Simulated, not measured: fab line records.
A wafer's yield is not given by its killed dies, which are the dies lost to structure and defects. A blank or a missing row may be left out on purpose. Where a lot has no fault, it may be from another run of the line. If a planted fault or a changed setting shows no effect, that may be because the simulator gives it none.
fab line records + flow n5-finfet
record:
- lots: 5
- wafers: 15
- last-day: 17
route steps=1938 shown STI_FIN_REVEAL@209 DUMMY_GATE@212 BEOL_M4@1111 PASSIVATION@1936
lots that met no fault: from a run of the same line without faults
start-h: hours from the record's opening day to when the first of the lot's shown wafers began + wait-h: hours since the lot's step before + " same as the row above + L1.1+2: several wafers, shown together as one row + - no value present, or no start provided + * or withheld: withheld + < > ~ a bound
route shown NAME@n: names a module that has steps shown in the file, with the first one's number in the route + usual: mean/standard deviation of fault-free wafers + same: alike in all rows + chamber/n: place in a boat + sites: the reading at each site + _std_site: their standard deviation + _edge_site: the outer-site mean with the inner-site mean subtracted + radius-mm: how far each site lies from the wafer's centre + mask NAME#n: copy n + behind: the tool/chamber that last shaped the wafer + hold: the reason the lot was held/the length of the hold in hours/how it ended + device: names the non-switching transistor (n, p or np) + end of line: at the end of the route, the tests of the same wafers + for a step that has no rows: nothing shown but its recipe + killed: the dies lost at the first sort to structure and to defects; this is not the yield of the wafer + map: a wafer's dies, marking killed ones x, the rest . and places with no die _
set.NAME: the setting the step ran with; set.NAME@STEP: the setting that earlier step ran with + model.NAME: the simulator's own value behind a step, which no gauge read
lots at some steps of the route; a table a step, a row a wafer
services: a tool's chamber out of use, with start hour (start-h, from the record's first day; less than 0 if before it), hours out, and reason
== steps ==
step: N5_STI_FIN_REVEAL_PRECLEAN_18
recipe:
- chemistry: SC2
- time-s: 45
- temp-c: 35
- mix: 1:1:50
step: N5_STI_FIN_REVEAL_SRD_28
recipe:
- dry: ipa-marangoni
- time-s: 30
- temp-c: 23
- rinse-liquid: diw
step: N5_DUMMY_GATE_PRECLEAN_00
recipe:
- chemistry: O3/DIW
- time-s: 60
- temp-c: 22
- o3-ppm: 10
step: N5_DUMMY_GATE_SRD_01
recipe:
- time-s: 30
- temp-c: 23
- rinse-liquid: diw
- dry: ipa-marangoni
step: N5_DUMMY_GATE_ALD_02
recipe:
- material: SiO2
- target-thk-a: 20
- temp-c: 300
- ald-precursor-family: BDEAS
- ald-co-reactant: O2-plasma
- pulse-time-s: 1
- pressure-torr: 2
step: N5_DUMMY_GATE_CVD_03
recipe:
- material: a-Si
- target-thk-a: 1500
- temp-c: 530
- precursor: SiH4
- time-s: 8042
step: N5_DUMMY_GATE_PRECLEAN_46
recipe:
- chemistry: DIW
- time-s: 89.5
- temp-c: 23
step: N5_DUMMY_GATE_SRD_47
recipe:
- dry-time-s: 32
- dry: n2-spin
- spin-rpm: 1500
step: N5_DUMMY_GATE_CMP_04
recipe:
- material: a-Si
- post-cmp-clean: alkaline-brush
step: N5_DUMMY_GATE_HM_DEP_06
recipe:
- material: SiNx
- target-thk-a: 800
- precursor: DCS/NH3
- temp-c: 700
- pressure-mtorr: 300
- time-s: 5141
step: N5_DUMMY_GATE_PECVD_30
recipe:
- material: SiO2
- target-thk-a: 550
- temp-c: 400
- precursor: TEOS/O2
- pressure-torr: 6.5
- rf-w: withheld
- teos-flow-sccm: withheld
- gas: O2
- flow-sccm: 2650
- time-s: 10.8
usual:
- chamber-pressure-Torr: 6.500/0.014
| lot.wafer | tool     | chamber | start-h | wait-h | chamber-pressure-Torr | since-wet-clean-h |
|-----------|----------|---------|---------|--------|-----------------------|-------------------|
| L376.2    | pecvd-02 | 0       | 104.71  | 0.0    | 6.514                 | 990               |
| L376.3    | "        | 1       | "       | "      | 6.518                 | 1715              |
| L376.4    | "        | 0       | "       | "      | 6.518                 | -                 |
| L380.3    | pecvd-01 | 1       | 129.90  | 0.0    | -                     | -                 |
| L380.4    | "        | 2       | "       | "      | -                     | -                 |
| L380.6    | "        | 0       | "       | "      | -                     | -                 |
| L381.2    | pecvd-02 | 1       | 135.00  | 0.0    | -                     | -                 |
| L381.3    | "        | 0       | "       | "      | -                     | -                 |
| L381.6    | "        | 0       | "       | "      | -                     | -                 |
| L382.1    | pecvd-01 | 2       | 141.07  | 0.0    | -                     | -                 |
| L382.4    | "        | 1       | "       | "      | -                     | -                 |
| L382.6    | "        | 2       | "       | "      | -                     | -                 |
| L389.1    | pecvd-03 | 0       | 185.08  | 0.0    | 6.504                 | 889               |
| L389.2    | "        | 2       | "       | "      | 6.523                 | 135               |
| L389.4    | "        | 1       | "       | "      | 6.490                 | -                 |
step: N5_DUMMY_GATE_COAT_34
recipe:
- resist: SOC
- temp-c: 250
- time-s: 60
- spin-rpm: 1500
- resist-thk-nm: 60
step: N5_DUMMY_GATE_COAT_35
recipe:
- resist: SiARC
- temp-c: 220
- time-s: 60
- spin-rpm: 1500
- resist-thk-nm: 10
step: N5_DUMMY_GATE_COAT_28
recipe:
- resist: underlayer
- temp-c: 205
- time-s: 60
- spin-rpm: 1500
- resist-thk-nm: 10
step: N5_DUMMY_GATE_COAT_09
recipe:
- resist: CAR-EUV
- spin-rpm: 1500
- resist-thk-nm: 30
step: N5_DUMMY_GATE_EBR_11
recipe:
- solvent: PGMEA
- ebr-width-mm: 1.5
step: N5_DUMMY_GATE_SOFTBAKE_10
recipe:
- temp-c: 110
- time-s: 60
- resist: CAR-EUV
step: N5_DUMMY_GATE_EXPOSE_12
recipe:
- mask-id: GATE
- na: 0.33
- source-shape: annular
- sigma-inner: 0.2
- sigma-outer: 0.6
- polarization: unpolarized
- target-cd-nm: 25
- dose-mj: 34
step: N5_DUMMY_GATE_PEB_13
recipe:
- peb-temp-c: 100
- peb-time-s: 60
- resist: CAR-EUV
step: N5_DUMMY_GATE_DEVELOP_14
recipe:
- develop-time-s: 30
- developer: TMAH
- resist: CAR-EUV
- rinse-liquid: surfactant-rinse
- dry: air-spin
- dev-temp-c: 23
step: N5_DUMMY_GATE_DESCUM_20
recipe:
- chemistry: O2
- time-s: 6.2
- source-power-w: 50
- bias-power-w: 20
- pressure-mtorr: 20
- rf-frequency-hz: 2.712e+07
- temp-c: 40
- resist: CAR-EUV
- o2-flow-sccm: 225
step: N5_DUMMY_GATE_ETCH_29
recipe:
- chemistry: N2/H2
- target: underlayer
- target-depth-a: 130
- ion-energy-ev: 200
- pressure-mtorr: 30
- source-w: 840
- bias-w: 150
- n2-flow-sccm: 200
- h2-flow-sccm: 200
step: N5_DUMMY_GATE_ETCH_36
recipe:
- chemistry: CF4
- target: SiARC
- target-depth-a: 130
- pressure-mtorr: 40
- source-w: 545
- bias-w: 36
- Ar_flow_sccm: 100
- cf4-flow-sccm: 100
- ion-energy-ev: 80
step: N5_DUMMY_GATE_ETCH_37
recipe:
- chemistry: N2/H2
- target: SOC
- target-depth-a: 600
- overetch-a: 300
- temp-c: 40
- ion-energy-ev: 200
- pressure-mtorr: 30
- source-w: 840
- bias-w: 150
- n2-flow-sccm: 200
- h2-flow-sccm: 200
step: N5_DUMMY_GATE_STRIP_38
recipe:
- chemistry: N2/H2
- temp-c: 40
- n2-flow-sccm: 200
- h2-flow-sccm: 200
- rf-frequency-hz: 6e+07
step: N5_DUMMY_GATE_STRIP_39
recipe:
- chemistry: N2/H2
- temp-c: 40
- n2-flow-sccm: 200
- h2-flow-sccm: 200
- rf-frequency-hz: 6e+07
step: N5_DUMMY_GATE_TRIM_49
recipe:
- chemistry: O2
- resist: SOC
- time-s: 29
- target-cd-nm: 14
- source-power-w: 300
- bias-power-w: 0
- O2_flow_sccm: 100
- temp-c: 20
step: N5_DUMMY_GATE_STRIP_40
recipe:
- chemistry: CF4
- resist: SiARC
- power-w: 300
- bias-power-w: 75
- pressure-mtorr: 50
- cf4-flow-sccm: 150
- rf-frequency-hz: 6e+07
step: N5_DUMMY_GATE_ETCH_31
recipe:
- chemistry: C4F6/O2
- target: SiO2
- mask-material: SOC
- target-depth-a: 825
- time-s: 27.5
- ion-energy-ev: 250
- pressure-mtorr: 30
- source-w: 345
- bias-w: 185
- Ar_flow_sccm: 300
- C4F6_flow_sccm: 10
- O2_flow_sccm: 10
step: N5_DUMMY_GATE_STRIP_41
recipe:
- chemistry: O2
- power-w: 400
- temp-c: 40
- pressure-mtorr: 30
- rf-frequency-hz: 6e+07
- bias-power-w: 0
- overash-fraction: 0.3
- o2-flow-sccm: 225
step: N5_DUMMY_GATE_HM_OPEN_21
recipe:
- chemistry: CH3F/O2
- target: SiNx
- target-depth-a: 1200
- Ar_flow_sccm: 150
- CH3F_flow_sccm: 30
- O2_flow_sccm: 23
- time-s: 171.4
- pressure-mtorr: 30
- source-w: 395
- bias-w: 73
- ion-energy-ev: 120.7
step: N5_DUMMY_GATE_ETCH_32
recipe:
- chemistry: CF4
- target: SiO2
- target-depth-a: 35
- time-s: 3.9
- ion-energy-ev: 350
- pressure-mtorr: 10
- icp-w: 800
- bias-w: 400
- cf4-flow-sccm: 80
step: N5_DUMMY_GATE_ETCH_23
recipe:
- chemistry: HBr/Cl2/O2
- HBr_flow_sccm: 150
- Cl2_flow_sccm: 80
- O2_flow_sccm: 12
- bias-w: 102
- target-depth-a: 410
- time-s: 22.3
- target: poly-Si
- mask-material: SiO2
- pressure-mtorr: 10
- icp-w: 800
step: N5_DUMMY_GATE_ETCH_44
recipe:
- chemistry: HBr/O2
- over-etch-frac: 0.7
- target-depth-a: 1275
- stop-on: SiO2
- ion-energy-ev: 60
- bias-w: 20
- target: poly-Si
- mask-material: SiO2
- pressure-mtorr: 20
- icp-w: 400
- HBr_flow_sccm: 120
- O2_flow_sccm: 10
step: N5_DUMMY_GATE_CD_MEAS_24
recipe:
- target-cd-nm: 15
usual:
- cd-nm: 15.1/0.36
| lot.wafer | tool      | chamber | start-h | wait-h | cd-nm |
|-----------|-----------|---------|---------|--------|-------|
| L376.2    | cd-sem-03 | -       | 106.24  | 0.1    | 15.3  |
| L376.3    | "         | -       | "       | "      | 15.6  |
| L376.4    | "         | -       | "       | "      | 15.1  |
| L380.3    | cd-sem-02 | -       | 131.23  | 0.1    | -     |
| L380.4    | "         | -       | "       | "      | -     |
| L380.6    | "         | -       | "       | "      | -     |
| L381.2    | cd-sem-02 | -       | 136.48  | 0.1    | -     |
| L381.3    | "         | -       | "       | "      | -     |
| L381.6    | "         | -       | "       | "      | -     |
| L382.1    | cd-sem-01 | -       | 142.54  | 0.1    | -     |
| L382.4    | "         | -       | "       | "      | -     |
| L382.6    | "         | -       | "       | "      | -     |
| L389.1    | cd-sem-03 | -       | 186.60  | 0.1    | 16.3  |
| L389.2    | "         | -       | "       | "      | 14.6  |
| L389.4    | "         | -       | "       | "      | 15.3  |
step: N5_DUMMY_GATE_ETCH_42
recipe:
- chemistry: CHF3/O2
- target: SiO2
- target-depth-a: 35
- time-s: 31
- ion-energy-ev: 30
- bias-w: 12
- pressure-mtorr: 30
- source-w: 600
- Ar_flow_sccm: 200
- CHF3_flow_sccm: 50
- O2_flow_sccm: 5
step: N5_DUMMY_GATE_INSPECT_27
recipe:
- inspect-instrument: brightfield
- mode: aei
usual:
- raw-defect-count: 313/96
| lot.wafer | tool              | chamber | start-h | wait-h | raw-defect-count |
|-----------|-------------------|---------|---------|--------|------------------|
| L376.2    | defect-inspect-01 | -       | 106.52  | 0.0    | 345              |
| L376.3    | "                 | -       | "       | "      | 299              |
| L376.4    | "                 | -       | "       | "      | 184              |
| L380.3    | defect-inspect-01 | -       | 131.51  | 0.0    | 2716             |
| L380.4    | "                 | -       | "       | "      | 2595             |
| L380.6    | "                 | -       | "       | "      | 2556             |
| L381.2    | defect-inspect-02 | -       | 136.77  | 0.0    | 2544             |
| L381.3    | "                 | -       | "       | "      | 2772             |
| L381.6    | "                 | -       | "       | "      | 2693             |
| L382.1    | defect-inspect-02 | -       | 142.82  | 0.0    | 2748             |
| L382.4    | "                 | -       | "       | "      | 2611             |
| L382.6    | "                 | -       | "       | "      | 2677             |
| L389.1    | defect-inspect-01 | -       | 187.09  | 0.0    | 266              |
| L389.2    | "                 | -       | "       | "      | 241              |
| L389.4    | "                 | -       | "       | "      | 215              |
step: N5_BEOL_M4_RC_MEAS_101
usual:
- DIBL_N: 36.1/1.6
- DIBL_P: 35.8/2.1
- IOFF_N: 0.16/0.031
- IOFF_P: 0.21/0.034
- ION_N: 673/12
- ION_P: 461/7.2
- SS_N: 71.4/0.59
- SS_P: 73.3/0.63
- VT_N: 250/3.1
- VT_P: -250/3.3
| lot.wafer | tool      | chamber | start-h | wait-h | DIBL_N[mV/V] | DIBL_P[mV/V] | IOFF_N[nA/um] | IOFF_P[nA/um] | ION_N[uA/um] | ION_P[uA/um] | SS_N[mV/dec] | SS_P[mV/dec] | VT_N[mV] | VT_P[mV] |
|-----------|-----------|---------|---------|--------|--------------|--------------|---------------|---------------|--------------|--------------|--------------|--------------|----------|----------|
| L376.2    | prober-01 | 0       | 235.11  | 0.2    | 35.3         | 36.0         | 0.15          | 0.18          | 667          | 459          | 70.9         | 73.3         | 252      | -253     |
| L376.3    | "         | 0       | "       | "      | 33.1         | 32.4         | 0.11          | 0.14          | 661          | 449          | 70.6         | 72.2         | 254      | -256     |
| L376.4    | "         | 0       | "       | "      | 36.2         | 36.8         | 0.15          | 0.19          | 670          | 457          | 70.8         | 72.1         | 251      | -255     |
| L389.1    | prober-02 | 0       | 310.03  | 0.0    | 31.9         | 32.8         | 0.13          | 0.16          | 671          | 454          | 70.8         | 72.9         | 252      | -254     |
| L389.2    | "         | 0       | "       | "      | 35.8         | 37.0         | 0.17          | 0.21          | 682          | 467          | 71.5         | 73.8         | 249      | -247     |
| L389.4    | "         | 0       | "       | "      | 36.3         | 36.9         | 0.19          | 0.21          | 677          | 462          | 72.1         | 74.2         | 245      | -249     |
step: N5_PASSIVATION_PROBE_49
usual:
- defect-limited-yield: 91.0/1.5
- killed_at_M0_to_M3: 35/11
- killed_at_M4_up: 13/6
- killed-at-contacts: 14/6.5
- killed-at-front-end: 40/12
- killed-at-other: 4/3.4
- killed-dies: 106/18
- killed-on-rim: 14/4.7
- killed-open: 68/14
- killed-short: 35/7.7
- sort_bin_5_function: 5.2/0.98
- sort_bin_6_memory: 3.4/0.72
- sort-n-pass: 1074/18
- sort-yield-pct: 91.0/1.5
same:
- gross-dies: 1180
- killed-at-back-side: 0
- sort_bin_4_leakage[%]: 0
- sort_bin_8_speed[%]: 0
| lot.wafer | tool      | chamber | start-h | wait-h | defect-limited-yield[%] | killed_at_M0_to_M3 | killed_at_M4_up | killed-at-contacts | killed-at-front-end | killed-at-other | killed-dies | killed-on-rim | killed-open | killed-short | sort_bin_5_function[%] | sort_bin_6_memory[%] | sort-n-pass | sort-yield-pct[%] |
|-----------|-----------|---------|---------|--------|-------------------------|--------------------|-----------------|--------------------|---------------------|-----------------|-------------|---------------|-------------|--------------|------------------------|----------------------|-------------|-------------------|
| L376.2    | prober-02 | -       | 337.79  | 0.1    | 91.0                    | 28                 | 19              | 10                 | 44                  | 5               | 106         | 12            | 74          | 32           | 4.8                    | 4.0                  | 1074        | 91.0              |
| L376.3    | prober-02 | -       | 337.84  | 0.1    | 94.2                    | 16                 | 13              | 10                 | 30                  | 0               | 69          | 10            | 43          | 23           | 3.1                    | 2.7                  | 1111        | 94.2              |
| L376.4    | prober-02 | -       | 337.89  | 0.2    | 90.8                    | 32                 | 20              | 9                  | 44                  | 4               | 109         | 13            | 65          | 44           | 6.0                    | 2.9                  | 1071        | 90.8              |
| L381.2    | prober-02 | -       | 363.07  | 0.1    | 0                       | 6                  | 7               | 0                  | 1167                | 0               | 1180        | 152           | 15          | 11           | 72.6                   | 3.3                  | 0           | 0                 |
| L381.3    | prober-02 | -       | 363.12  | 0.1    | 0                       | 4                  | 7               | 2                  | 1165                | 2               | 1180        | 152           | 16          | 5            | 70.8                   | 3.3                  | 0           | 0                 |
| L381.6    | prober-02 | -       | 363.27  | 0.3    | 0                       | 5                  | 5               | 1                  | 1168                | 1               | 1180        | 152           | 13          | 7            | 75.6                   | 2.0                  | 0           | 0                 |
| L380.3    | prober-01 | -       | 366.62  | 0.1    | 0                       | 11                 | 1               | 2                  | 1166                | 0               | 1180        | 152           | 9           | 8            | 72.5                   | 3.1                  | 0           | 0                 |
| L380.4    | prober-01 | -       | 366.67  | 0.2    | 0                       | 4                  | 3               | 1                  | 1172                | 0               | 1180        | 152           | 10          | 5            | 73.9                   | 3.5                  | 0           | 0                 |
| L380.6    | prober-01 | -       | 366.77  | 0.3    | 0                       | 5                  | 2               | 2                  | 1171                | 0               | 1180        | 152           | 10          | 1            | 74.8                   | 2.7                  | 0           | 0                 |
| L382.1    | prober-01 | -       | 379.54  | 0.0    | 0                       | 7                  | 2               | 1                  | 1170                | 0               | 1180        | 152           | 15          | 8            | 73.0                   | 3.1                  | 0           | 0                 |
| L382.4    | prober-01 | -       | 379.69  | 0.2    | 0                       | 3                  | 3               | 1                  | 1173                | 0               | 1180        | 152           | 9           | 3            | 75.4                   | 2.2                  | 0           | 0                 |
| L382.6    | prober-01 | -       | 379.79  | 0.3    | 0                       | 9                  | 5               | 3                  | 1163                | 0               | 1180        | 152           | 19          | 9            | 73.1                   | 3.1                  | 0           | 0                 |
| L389.1    | prober-01 | -       | 407.77  | 0.3    | 90.7                    | 46                 | 3               | 9                  | 50                  | 2               | 110         | 18            | 66          | 41           | 4.8                    | 4.1                  | 1070        | 90.7              |
| L389.2    | prober-01 | -       | 407.82  | 0.4    | 91.7                    | 40                 | 8               | 24                 | 25                  | 1               | 98          | 7             | 64          | 34           | 4.7                    | 3.4                  | 1082        | 91.7              |
| L389.4    | prober-01 | -       | 407.92  | 0.5    | 91.7                    | 36                 | 16              | 14                 | 28                  | 4               | 98          | 10            | 68          | 25           | 5.4                    | 2.9                  | 1082        | 91.7              |
killed by level:class
L376.2 DUMMY_GATE:geometric-particle:open=11 MOL_CONTACT_COAG:geometric-particle:open=9 FIN_SAQP:geometric-particle:open=8 FIN_SAQP:geometric-particle:short=8 BEOL_M0_SAQP:geometric-particle:short=7 BEOL_M1:geometric-particle:open=7 STI_FIN_REVEAL:geometric-particle:open=6 BEOL_M0:geometric-particle:open=5
L376.3 BEOL_M1:geometric-particle:open=10 MOL_CONTACT_COAG:geometric-particle:open=6 STI_FIN_REVEAL:geometric-particle:open=5 DUMMY_GATE:geometric-particle:open=5 FIN_SAQP:geometric-particle:open=4 FIN_SAQP:geometric-particle:short=4 BEOL_M4:geometric-particle:short=4 ILD0:geometric-particle:short=3
L376.4 BEOL_M4:geometric-particle:short=12 FIN_SAQP:geometric-particle:short=10 FIN_SAQP:geometric-particle:open=9 BEOL_M0_SAQP:geometric-particle:open=9 STI_FIN_REVEAL:geometric-particle:open=8 MOL_CONTACT_COAG:geometric-particle:open=8 BEOL_M1:geometric-particle:open=8 BEOL_M0_SAQP:geometric-particle:short=6
L381.2 DUMMY_GATE:lost-pattern=1152 STI_FIN_REVEAL:geometric-particle:open=4 BEOL_M4:geometric-particle:open=4 STARTING-WAFER:geometric-particle:short=3 DUMMY_GATE:geometric-particle:open=2 BEOL_M0_SAQP:geometric-particle:short=2 BEOL_M2:geometric-particle:short=2 DUMMY_GATE:area-pecvd=2
L381.3 DUMMY_GATE:lost-pattern=1154 BEOL_M4:geometric-particle:open=5 DUMMY_GATE:area-pecvd=5 FIN_SAQP:geometric-particle:short=2 DUMMY_GATE:geometric-particle:open=2 MOL_CONTACT_COAG:geometric-particle:open=2 BEOL_M0_SAQP:geometric-particle:open=2 DUMMY_GATE:geometric-particle:short=1
L381.6 DUMMY_GATE:lost-pattern=1154 DUMMY_GATE:area-pecvd=6 BEOL_M4:geometric-particle:open=3 FIN_SAQP:geometric-particle:open=2 FIN_SAQP:geometric-particle:short=2 BEOL_M2:geometric-particle:short=2 BEOL_M5:geometric-particle:open=2 STARTING-WAFER:geometric-particle:short=2
L380.3 DUMMY_GATE:lost-pattern=1157 DUMMY_GATE:area-pecvd=6 BEOL_M1:geometric-particle:open=4 BEOL_M0_SAQP:geometric-particle:short=3 MOL_CONTACT_COAG:geometric-particle:short=2 BEOL_M0_SAQP:geometric-particle:open=2 FIN_SAQP:geometric-particle:short=1 GATE_CUT:geometric-particle:open=1
L380.4 DUMMY_GATE:lost-pattern=1160 DUMMY_GATE:area-pecvd=5 FIN_SAQP:geometric-particle:short=3 BEOL_M0_SAQP:geometric-particle:open=2 BEOL_M7:geometric-particle:open=2 STI_FIN_REVEAL:geometric-particle:open=1 DUMMY_GATE:geometric-particle:open=1 DUMMY_GATE:geometric-particle:short=1
L380.6 DUMMY_GATE:lost-pattern=1163 DUMMY_GATE:area-pecvd=6 BEOL_M0_SAQP:geometric-particle:open=3 MOL_CONTACT_COAG:geometric-particle:open=2 STI_FIN_REVEAL:geometric-particle:open=1 BEOL_M0_SAQP:geometric-particle:short=1 BEOL_M2:geometric-particle:open=1 BEOL_M5:geometric-particle:open=1
L382.1 DUMMY_GATE:lost-pattern=1150 DUMMY_GATE:area-pecvd=7 STI_FIN_REVEAL:geometric-particle:open=3 FIN_SAQP:geometric-particle:open=2 BEOL_M0_SAQP:geometric-particle:open=2 BEOL_M4:geometric-particle:open=2 STARTING-WAFER:geometric-particle:short=2 FIN_SAQP:geometric-particle:short=1
L382.4 DUMMY_GATE:lost-pattern=1162 DUMMY_GATE:area-pecvd=6 STI_FIN_REVEAL:geometric-particle:open=2 BEOL_M5:geometric-particle:open=2 FIN_SAQP:geometric-particle:short=1 STARTING-WAFER:geometric-particle:open=1 ILD0:geometric-particle:open=1 MOL_CONTACT_COAG:geometric-particle:open=1
L382.6 DUMMY_GATE:lost-pattern=1146 DUMMY_GATE:area-pecvd=6 FIN_SAQP:geometric-particle:open=5 BEOL_M0_SAQP:geometric-particle:short=4 MOL_CONTACT_COAG:geometric-particle:open=3 BEOL_M0_SAQP:geometric-particle:open=3 BEOL_M4:geometric-particle:open=3 FIN_SAQP:geometric-particle:short=2
L389.1 FIN_SAQP:geometric-particle:open=19 BEOL_M0_SAQP:geometric-particle:short=18 MOL_CONTACT_COAG:geometric-particle:open=9 STI_FIN_REVEAL:geometric-particle:open=8 BEOL_M0_SAQP:geometric-particle:open=8 BEOL_M2:geometric-particle:open=7 FIN_SAQP:geometric-particle:short=6 BEOL_M1:geometric-particle:open=6
L389.2 MOL_CONTACT_COAG:geometric-particle:open=19 BEOL_M2:geometric-particle:open=13 BEOL_M0_SAQP:geometric-particle:short=10 BEOL_M0_SAQP:geometric-particle:open=6 FIN_SAQP:geometric-particle:open=5 FIN_SAQP:geometric-particle:short=5 STI_FIN_REVEAL:geometric-particle:open=5 MOL_CONTACT_COAG:geometric-particle:short=5
L389.4 BEOL_M0_SAQP:geometric-particle:open=12 MOL_CONTACT_COAG:geometric-particle:open=9 FIN_SAQP:geometric-particle:open=8 BEOL_M4:geometric-particle:open=7 STI_FIN_REVEAL:geometric-particle:open=6 BEOL_M3:geometric-particle:open=6 BEOL_M1:geometric-particle:open=5 BEOL_M2:geometric-particle:open=5
map L380.3 (x killed, . not)
_________________xxxxxxxxxxxx________________
______________xxxxxxxxxxxxxxxxxx_____________
___________xxxxxxxxxxxxxxxxxxxxxxxx__________
__________xxxxxxxxxxxxxxxxxxxxxxxxxx_________
________xxxxxxxxxxxxxxxxxxxxxxxxxxxxxx_______
_______xxxxxxxxxxxxxxxxxxxxxxxxxxxxxxxx______
______xxxxxxxxxxxxxxxxxxxxxxxxxxxxxxxxxx_____
_____xxxxxxxxxxxxxxxxxxxxxxxxxxxxxxxxxxxx____
____xxxxxxxxxxxxxxxxxxxxxxxxxxxxxxxxxxxxxx___
___xxxxxxxxxxxxxxxxxxxxxxxxxxxxxxxxxxxxxxxx__
___xxxxxxxxxxxxxxxxxxxxxxxxxxxxxxxxxxxxxxxx__
__xxxxxxxxxxxxxxxxxxxxxxxxxxxxxxxxxxxxxxxxxx_
__xxxxxxxxxxxxxxxxxxxxxxxxxxxxxxxxxxxxxxxxxx_
_xxxxxxxxxxxxxxxxxxxxxxxxxxxxxxxxxxxxxxxxxxxx
_xxxxxxxxxxxxxxxxxxxxxxxxxxxxxxxxxxxxxxxxxxxx
_xxxxxxxxxxxxxxxxxxxxxxxxxxxxxxxxxxxxxxxxxxxx
_xxxxxxxxxxxxxxxxxxxxxxxxxxxxxxxxxxxxxxxxxxxx
_xxxxxxxxxxxxxxxxxxxxxxxxxxxxxxxxxxxxxxxxxxxx
_xxxxxxxxxxxxxxxxxxxxxxxxxxxxxxxxxxxxxxxxxxxx
_xxxxxxxxxxxxxxxxxxxxxxxxxxxxxxxxxxxxxxxxxxxx
_xxxxxxxxxxxxxxxxxxxxxxxxxxxxxxxxxxxxxxxxxxxx
__xxxxxxxxxxxxxxxxxxxxxxxxxxxxxxxxxxxxxxxxxx_
__xxxxxxxxxxxxxxxxxxxxxxxxxxxxxxxxxxxxxxxxxx_
___xxxxxxxxxxxxxxxxxxxxxxxxxxxxxxxxxxxxxxxx__
___xxxxxxxxxxxxxxxxxxxxxxxxxxxxxxxxxxxxxxxx__
____xxxxxxxxxxxxxxxxxxxxxxxxxxxxxxxxxxxxxx___
_____xxxxxxxxxxxxxxxxxxxxxxxxxxxxxxxxxxxx____
______xxxxxxxxxxxxxxxxxxxxxxxxxxxxxxxxxx_____
_______xxxxxxxxxxxxxxxxxxxxxxxxxxxxxxxx______
________xxxxxxxxxxxxxxxxxxxxxxxxxxxxxx_______
__________xxxxxxxxxxxxxxxxxxxxxxxxxx_________
___________xxxxxxxxxxxxxxxxxxxxxxxx__________
______________xxxxxxxxxxxxxxxxxx_____________
_________________xxxxxxxxxxxx________________
map L381.2 (x killed, . not)
_________________xxxxxxxxxxxx________________
______________xxxxxxxxxxxxxxxxxx_____________
___________xxxxxxxxxxxxxxxxxxxxxxxx__________
__________xxxxxxxxxxxxxxxxxxxxxxxxxx_________
________xxxxxxxxxxxxxxxxxxxxxxxxxxxxxx_______
_______xxxxxxxxxxxxxxxxxxxxxxxxxxxxxxxx______
______xxxxxxxxxxxxxxxxxxxxxxxxxxxxxxxxxx_____
_____xxxxxxxxxxxxxxxxxxxxxxxxxxxxxxxxxxxx____
____xxxxxxxxxxxxxxxxxxxxxxxxxxxxxxxxxxxxxx___
___xxxxxxxxxxxxxxxxxxxxxxxxxxxxxxxxxxxxxxxx__
___xxxxxxxxxxxxxxxxxxxxxxxxxxxxxxxxxxxxxxxx__
__xxxxxxxxxxxxxxxxxxxxxxxxxxxxxxxxxxxxxxxxxx_
__xxxxxxxxxxxxxxxxxxxxxxxxxxxxxxxxxxxxxxxxxx_
_xxxxxxxxxxxxxxxxxxxxxxxxxxxxxxxxxxxxxxxxxxxx
_xxxxxxxxxxxxxxxxxxxxxxxxxxxxxxxxxxxxxxxxxxxx
_xxxxxxxxxxxxxxxxxxxxxxxxxxxxxxxxxxxxxxxxxxxx
_xxxxxxxxxxxxxxxxxxxxxxxxxxxxxxxxxxxxxxxxxxxx
_xxxxxxxxxxxxxxxxxxxxxxxxxxxxxxxxxxxxxxxxxxxx
_xxxxxxxxxxxxxxxxxxxxxxxxxxxxxxxxxxxxxxxxxxxx
_xxxxxxxxxxxxxxxxxxxxxxxxxxxxxxxxxxxxxxxxxxxx
_xxxxxxxxxxxxxxxxxxxxxxxxxxxxxxxxxxxxxxxxxxxx
__xxxxxxxxxxxxxxxxxxxxxxxxxxxxxxxxxxxxxxxxxx_
__xxxxxxxxxxxxxxxxxxxxxxxxxxxxxxxxxxxxxxxxxx_
___xxxxxxxxxxxxxxxxxxxxxxxxxxxxxxxxxxxxxxxx__
___xxxxxxxxxxxxxxxxxxxxxxxxxxxxxxxxxxxxxxxx__
____xxxxxxxxxxxxxxxxxxxxxxxxxxxxxxxxxxxxxx___
_____xxxxxxxxxxxxxxxxxxxxxxxxxxxxxxxxxxxx____
______xxxxxxxxxxxxxxxxxxxxxxxxxxxxxxxxxx_____
_______xxxxxxxxxxxxxxxxxxxxxxxxxxxxxxxx______
________xxxxxxxxxxxxxxxxxxxxxxxxxxxxxx_______
__________xxxxxxxxxxxxxxxxxxxxxxxxxx_________
___________xxxxxxxxxxxxxxxxxxxxxxxx__________
______________xxxxxxxxxxxxxxxxxx_____________
_________________xxxxxxxxxxxx________________
== services ==
| tool     | chamber | start-h | hours | kind           |
|----------|---------|---------|-------|----------------|
| pecvd-01 | -       | 89.84   | 28.1  | pm             |
| pecvd-03 | 2       | 112.02  | 2.1   | scheduled-down |
| pecvd-03 | 2       | 127.03  | 15.7  | repair         |
| pecvd-01 | 0       | 131.43  | 10.7  | repair         |
| pecvd-03 | 1       | 158.18  | 2.1   | scheduled-down |
| pecvd-02 | -       | 159.64  | 28.1  | pm             |
== key ==
first-sign:
- step: N5_DUMMY_GATE_PECVD_30
- reading: tool-record
- direction: missing
effect:
- step: N5_DUMMY_GATE_CD_MEAS_24
- reading: cd-nm
- direction: missing
effect:
- step: N5_DUMMY_GATE_INSPECT_27
- reading: raw-defect-count
- direction: up
- sigmas: 24
- usual: 313
- struck: 2657
effect:
- step: N5_PASSIVATION_PROBE_49
- reading: killed-at-front-end
- direction: up
- sigmas: 92
- usual: 40
- struck: 1168
met-at N5_DUMMY_GATE_PECVD_30
struck-wafers L380.3,L380.4,L380.6,L381.2,L381.3,L381.6,L382.1,L382.4,L382.6
later-rows-left-out L380.3,L380.4,L380.6,L381.2,L381.3,L381.6,L382.1,L382.4,L382.6
onset-between 104.71 129.90
fault:
- kind: skipped-step-whole
- tool: pecvd-01,pecvd-02
- chamber: -
- onset-h: 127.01
- steps: N5_DUMMY_GATE_PECVD_30
- scope: struck-lots-only
later-rows-left-out: the simulator's readings of these wafers behind a module that went badly wrong aren't trusted and aren't shown, but for the sort
